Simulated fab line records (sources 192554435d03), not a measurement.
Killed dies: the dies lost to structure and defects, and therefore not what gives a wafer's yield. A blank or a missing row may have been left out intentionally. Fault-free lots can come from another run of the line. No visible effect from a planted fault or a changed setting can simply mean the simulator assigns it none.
The tool behind it: which one?	flow n5_finfet	24 lots, 72 wafers sampled, at 6 steps of a route of 1938

WHAT EACH GAUGE READ, for each wafer
N5_BEOL_M11_CD_MEAS_18: pitch 140 nm, target cd 70 nm.
lot	measured	on	cd_nm (nm)
L074	day 10 05:07	cd_sem-03	69.7 70.0 69.9
L075	day 10 10:47	cd_sem-01	71.0 70.1 70.6
L076	day 10 23:37	cd_sem-01	69.6 69.8 69.7
L077	day 11 02:08	cd_sem-02	69.9 68.6 68.7
L078	day 11 06:34	cd_sem-02	69.8 69.5 69.5
L079	day 11 19:04	cd_sem-02	70.8 70.2 70.2
L080	day 12 00:23	cd_sem-03	69.7 69.9 71.0
L081	day 12 08:47	cd_sem-02	70.0 69.9 70.2
L083	day 12 08:56	cd_sem-02	70.2 70.1 70.9
L082	day 12 09:12	cd_sem-01	69.6 69.4 70.0
L085	day 13 03:22	cd_sem-01	70.0 70.3 69.7
L084	day 13 04:05	cd_sem-01	68.9 69.8 69.1
L086	day 13 14:43	cd_sem-02	69.7 71.0 70.0
L087	day 14 08:10	cd_sem-01	69.9 69.3 70.5
L088	day 14 08:25	cd_sem-01	69.9 70.6 69.4
L089	day 14 10:57	cd_sem-01	70.2 71.1 70.9
L091	day 14 14:44	cd_sem-02	70.8 70.8 69.8
L090	day 14 17:04	cd_sem-02	69.9 68.9 69.1
L092	day 14 20:55	cd_sem-02	70.3 70.4 69.9
L093	day 15 09:01	cd_sem-02	69.9 69.2 69.3
L094	day 15 12:44	cd_sem-03	68.8 69.2 69.3
L096	day 15 12:52	cd_sem-03	70.0 71.2 71.5
L095	day 16 01:27	cd_sem-01	70.3 71.0 70.9
L097	day 16 10:17	cd_sem-01	69.4 69.6 69.6

N5_BEOL_M11_THK_MEAS_53: measures by xrf.
lot	measured	on	M11_THK (nm)
L074	day 10 10:04	film_metro-02	135.8 138.6 136.5
L075	day 10 16:13	film_metro-01	138.6 137.8 134.8
L076	day 11 04:53	film_metro-02	134.0 137.4 139.0
L077	day 11 08:01	film_metro-01	138.9 136.9 134.4
L078	day 11 12:35	film_metro-01	140.3 137.2 136.0
L079	day 11 23:05	film_metro-01	135.4 140.3 142.7
L080	day 12 05:40	film_metro-01	140.3 139.2 139.3
L081	day 12 15:05	film_metro-02	138.5 133.4 136.2
L083	day 12 17:48	film_metro-01	133.3 132.8 136.2
L082	day 12 15:01	film_metro-01	138.4 137.0 134.4
L085	day 13 10:19	film_metro-01	141.5 137.7 137.1
L084	day 13 10:34	film_metro-02	140.5 138.4 136.0
L086	day 13 21:17	film_metro-01	140.7 136.9 137.2
L087	day 14 13:44	film_metro-02	137.9 139.8 134.2
L088	day 14 13:20	film_metro-02	137.6 136.7 137.2
L089	day 14 14:28	film_metro-02	136.1 134.3 132.9
L091	day 14 19:37	film_metro-02	136.4 140.8 136.2
L090	day 14 20:57	film_metro-02	137.1 137.0 138.3
L092	day 15 03:03	film_metro-02	140.2 139.5 135.7
L093	day 15 13:14	film_metro-02	139.9 139.6 138.8
L094	day 16 01:56	film_metro-01	138.4 137.1 139.6
L096	day 16 02:13	film_metro-02	137.5 143.0 138.3
L095	day 16 05:34	film_metro-01	140.1 139.2 142.9
L097	day 16 14:10	film_metro-02	135.6 138.0 135.6

N5_BEOL_M11_RS_MEAS_57: uses a four-point probe to measure.
lot	measured	on	M11_RS (ohm/sq)
L074	day 10 10:12	film_metro-02	0.1541 0.1516 0.1544
L075	day 10 16:20	film_metro-02	0.1515 0.1525 0.1565
L076	day 11 05:01	film_metro-01	0.1558 0.1522 0.1499
L077	day 11 08:08	film_metro-02	0.1506 0.1519 0.1555
L078	day 11 12:42	film_metro-01	0.1474 0.1521 0.1532
L079	day 11 23:12	film_metro-02	0.1556 0.1498 0.1467
L080	day 12 05:47	film_metro-02	0.1486 0.1483 0.1491
L081	day 12 15:13	film_metro-02	0.1508 0.1568 0.1532
L083	day 12 17:56	film_metro-01	0.1588 0.1585 0.1545
L082	day 12 15:08	film_metro-01	0.1519 0.1538 0.1573
L085	day 13 10:26	film_metro-01	0.1472 0.1517 0.1524
L084	day 13 10:41	film_metro-01	0.1497 0.1528 0.1563
L086	day 13 21:25	film_metro-01	0.1479 0.1526 0.1524
L087	day 14 13:52	film_metro-02	0.1532 0.1504 0.1568
L088	day 14 13:28	film_metro-02	0.1513 0.1522 0.1513
L089	day 14 14:35	film_metro-02	0.1536 0.1551 0.1574
L091	day 14 19:44	film_metro-01	0.1537 0.1485 0.1542
L090	day 14 21:04	film_metro-01	0.1520 0.1516 0.1507
L092	day 15 03:10	film_metro-01	0.1495 0.1505 0.1551
L093	day 15 13:22	film_metro-02	0.1492 0.1497 0.1511
L094	day 16 02:04	film_metro-02	0.1518 0.1526 0.1505
L096	day 16 02:20	film_metro-02	0.1539 0.1469 0.1522
L095	day 16 05:43	film_metro-01	0.1519 0.1524 0.1482
L097	day 16 14:17	film_metro-02	0.1536 0.1513 0.1541

WHAT TOOL EACH LOT RAN ON (gives the tool, then ch and the chambers of the sampled wafers, and finally the start)
lot	N5_BEOL_M11_ETCH_62	N5_BEOL_M11_CURE_72	N5_BEOL_M11_CMP_52
L074	rie_diel-04 ch 0,1,3, day 10 04:44	uv_cure-02 ch 0, day 10 06:20	cmp-04 ch 2,3, day 10 09:47
L075	rie_diel-04 ch 1,2,3, day 10 10:23	uv_cure-01 ch 2, day 10 13:54	cmp-02 ch 0,2,3, day 10 15:55
L076	rie_diel-04 ch 0,2,3, day 10 23:10	uv_cure-02 ch 2, day 11 01:16	cmp-04 ch 0,2,3, day 11 04:35
L077	rie_diel-05 ch 0,1,2, day 11 01:42	uv_cure-03 ch 0, day 11 05:14	cmp-02 ch 1,2, day 11 07:43
L078	rie_diel-01 ch 1,2, day 11 06:06	uv_cure-01 ch 1, day 11 09:23	cmp-02 ch 1,2,3, day 11 12:19
L079	rie_diel-04 ch 0,1,2, day 11 18:42	uv_cure-01 ch 2, day 11 20:27	cmp-02 ch 1,3, day 11 22:47
L080	rie_diel-04 ch 0,1,3, day 12 00:01	uv_cure-02 ch 1, day 12 02:57	cmp-02 ch 0,3, day 12 05:24
L081	rie_diel-05 ch 0,1,3, day 12 08:17	uv_cure-02 ch 2, day 12 12:44	cmp-04 ch 1,2,3, day 12 14:52
L083	rie_diel-05 ch 0,1,3, day 12 08:32	uv_cure-03 ch 2, day 12 12:47	cmp-04 ch 0,3, day 12 17:33
L082	rie_diel-05 ch 0,1,3, day 12 08:50	uv_cure-01 ch 0, day 12 12:25	cmp-02 ch 0,1,3, day 12 14:43
L085	rie_diel-01 ch 1,3, day 13 02:59	uv_cure-01 ch 2, day 13 07:08	cmp-01 ch 1,3, day 13 10:04
L084	rie_diel-01 ch 0,1, day 13 03:43	uv_cure-01 ch 1, day 13 07:33	cmp-02 ch 0,1,2, day 13 10:21
L086	rie_diel-04 ch 0,1,3, day 13 14:22	uv_cure-03 ch 0, day 13 18:11	cmp-02 ch 2,3, day 13 21:00
L087	rie_diel-05 ch 2,3, day 14 07:47	uv_cure-01 ch 0, day 14 10:53	cmp-04 ch 0,1,3, day 14 13:29
L088	rie_diel-04 ch 0,1, day 14 08:02	uv_cure-02 ch 2, day 14 10:43	cmp-01 ch 0,1,3, day 14 13:02
L089	rie_diel-04 ch 0,1,3, day 14 10:35	uv_cure-03 ch 2, day 14 12:20	cmp-04 ch 0,1,2, day 14 14:10
L091	rie_diel-01 ch 0,3, day 14 14:22	uv_cure-03 ch 1, day 14 16:10	cmp-01 ch 1,3, day 14 19:21
L090	rie_diel-04 ch 0,1,2, day 14 16:41	uv_cure-03 ch 2, day 14 18:35	cmp-01 ch 0,1, day 14 20:39
L092	rie_diel-05 ch 0,2,3, day 14 20:25	uv_cure-03 ch 2, day 14 22:56	cmp-04 ch 0,1,3, day 15 02:45
L093	rie_diel-04 ch 0,1,3, day 15 08:39	uv_cure-01 ch 0, day 15 10:43	cmp-02 ch 0,2, day 15 12:59
L094	rie_diel-01 ch 0,1, day 15 12:22	uv_cure-02 ch 1, day 15 22:47	cmp-04 ch 0,1,3, day 16 01:43
L096	rie_diel-05 ch 2,3, day 15 12:30	uv_cure-03 ch 1, day 15 22:54	cmp-01 ch 1,3, day 16 01:55
L095	rie_diel-04 ch 1,2,3, day 16 01:03	uv_cure-03 ch 2, day 16 03:28	cmp-04 ch 1,2,3, day 16 05:23
L097	rie_diel-05 ch 0,3, day 16 09:52	uv_cure-02 ch 2, day 16 11:35	cmp-04 ch 1,3, day 16 13:55
- N5_BEOL_M11_ETCH_62: etches SOC in N2/H2, target depth 110 nm, overetch 22 nm, time 165 s.
- N5_BEOL_M11_CURE_72: cures SiCOH lowk, time 120 s.
- N5_BEOL_M11_CMP_52: polishes, stops on SiCOH lowk, t overpolish 7 s, target thk 140 nm.

AS READ BY THE TOOLS THEMSELVES (means over the sampled wafers that have a number; for cases with no such wafer, the mark the record gives instead)
N5_BEOL_M11_ETCH_62.
lot	tool	drypump_motor_current_A (A)	oes_product_au (a.u.)	rf_fwd_power_W (W)	rf_vpp_V (V)	showerhead_plenum_p_Torr (Torr)	throttle_valve_pct (%)
L074	rie_diel-04	6.2	0.67	836.0	524.9	2.55	17.79
L075	rie_diel-04	5.8	0.65	834.6	522.7	2.52	17.63
L076	rie_diel-04	5.8	0.67	838.8	523.7	2.57	17.83
L077	rie_diel-05	5.8	0.65	838.1	520.9	2.45	17.80
L078	rie_diel-01	5.6	0.59	835.2	524.2	2.56	18.13
L079	rie_diel-04	6.2	0.63	835.4	524.9	2.57	17.75
L080	rie_diel-04	6.2	0.66	838.2	523.3	2.55	17.83
L081	rie_diel-05	5.8	0.61	835.4	519.6	2.39	17.92
L083	rie_diel-05	5.7	0.61	836.7	519.3	2.39	17.92
L082	rie_diel-05	5.8	0.61	839.2	519.5	2.39	17.92
L085	rie_diel-01	5.6	0.58	836.7	523.8	2.55	18.07
L084	rie_diel-01	5.4	0.71	839.3	525.5	2.57	17.74
L086	rie_diel-04	6.2	0.65	835.2	524.3	2.54	17.84
L087	rie_diel-05	5.5	0.64	838.7	521.2	2.48	17.74
L088	rie_diel-04	6.5	0.61	839.2	524.4	2.54	17.76
L089	rie_diel-04	6.1	0.65	839.9	523.6	2.54	17.86
L091	rie_diel-01	5.4	0.63	839.6	525.6	2.60	17.79
L090	rie_diel-04	6.2	0.62	838.0	525.0	2.56	17.77
L092	rie_diel-05	5.7	0.69	839.3	523.9	2.57	17.66
L093	rie_diel-04	6.2	0.64	837.9	523.4	2.54	17.86
L094	rie_diel-01	5.4	0.69	839.0	524.6	2.56	17.78
L096	rie_diel-05	5.5	0.66	837.2	522.8	2.53	17.66
L095	rie_diel-04	5.9	0.62	837.6	521.9	2.50	17.70
L097	rie_diel-05	5.9	0.71	837.6	525.6	2.60	17.65

N5_BEOL_M11_CURE_72.
lot	tool	lamp_power_pct (%)	wafer_temp_C_max
L074	uv_cure-02	52.26	371.4
L075	uv_cure-01	52.35	371.0
L076	uv_cure-02	52.34	370.8
L077	uv_cure-03	52.29	371.8
L078	uv_cure-01	52.33	371.8
L079	uv_cure-01	52.33	371.2
L080	uv_cure-02	52.35	372.0
L081	uv_cure-02	52.30	371.2
L083	uv_cure-03	52.26	372.4
L082	uv_cure-01	52.28	372.1
L085	uv_cure-01	52.28	371.2
L084	uv_cure-01	52.32	371.7
L086	uv_cure-03	52.27	371.6
L087	uv_cure-01	52.36	371.3
L088	uv_cure-02	52.28	371.1
L089	uv_cure-03	52.24	372.5
L091	uv_cure-03	52.31	372.3
L090	uv_cure-03	52.30	373.0
L092	uv_cure-03	52.28	372.3
L093	uv_cure-01	52.30	371.8
L094	uv_cure-02	52.30	371.5
L096	uv_cure-03	52.29	372.3
L095	uv_cure-03	52.31	372.0
L097	uv_cure-02	52.35	371.0

N5_BEOL_M11_CMP_52.
lot	tool	barrier_field_endpoint_s (s)	motor_current_A (A)	overpolish_run_s (s)	slurry_filter_dp_kPa (kPa)	time_to_endpoint_s (s)
L074	cmp-04	28.8	6.8	6.995	13.43	65
L075	cmp-02	28.8	5.7	6.997	13.74	60
L076	cmp-04	28.8	6.1	6.987	13.65	64
L077	cmp-02	28.6	6.1	7.009	13.59	63
L078	cmp-02	28.5	5.6	6.998	13.47	65
L079	cmp-02	28.2	5.4	7.008	13.62	66
L080	cmp-02	28.7	5.2	7.005	13.48	64
L081	cmp-04	28.3	6.6	6.999	13.70	61
L083	cmp-04	27.9	5.2	6.998	13.56	57
L082	cmp-02	27.8	5.3	6.992	13.50	59
L085	cmp-01	30.3	5.8	6.995	13.51	71
L084	cmp-02	28.0	5.9	6.993	13.43	62
L086	cmp-02	29.0	5.6	6.998	13.54	66
L087	cmp-04	27.7	5.7	6.997	13.49	63
L088	cmp-01	29.8	5.8	6.996	13.50	72
L089	cmp-04	28.8	6.4	7.003	13.51	62
L091	cmp-01	29.3	6.4	6.998	13.56	67
L090	cmp-01	29.0	5.6	6.999	13.56	68
L092	cmp-04	27.0	5.9	6.996	13.52	62
L093	cmp-02	28.4	5.8	6.994	13.58	63
L094	cmp-04	28.0	5.6	6.991	13.45	60
L096	cmp-01	28.5	6.2	6.997	13.52	65
L095	cmp-04	28.3	6.5	6.994	13.48	64
L097	cmp-04	28.5	6.0	6.997	13.45	65

THE ANSWER, worked out from the rows above alone
Rule: usual is defined by the lots themselves. Put in order of their means at a reading, lots are off if they are a third of the lots or fewer, leave a main group of 4 or more, and stand apart from it by a gap of 3 or more times the standard deviation of the main group's means; of several such gaps the widest counts. If all means in a main group match to the digits the tables above print for the reading, that group is not used. A lot without any number at a reading at which 4 lots or more have one is off too. Where the step has rows for the other lots, those lots are counted as sound. After the gauges, taken in route order, come the tools' own readings; for these a lot's mean is taken, as printed above. The first step at which some lot is off is used, and at that step the reading that is off furthest; a lot without a number counts as furthest.
Nothing can be told from this: no lot is off at any reading shown.

WHAT THE SIMULATOR PUT IN
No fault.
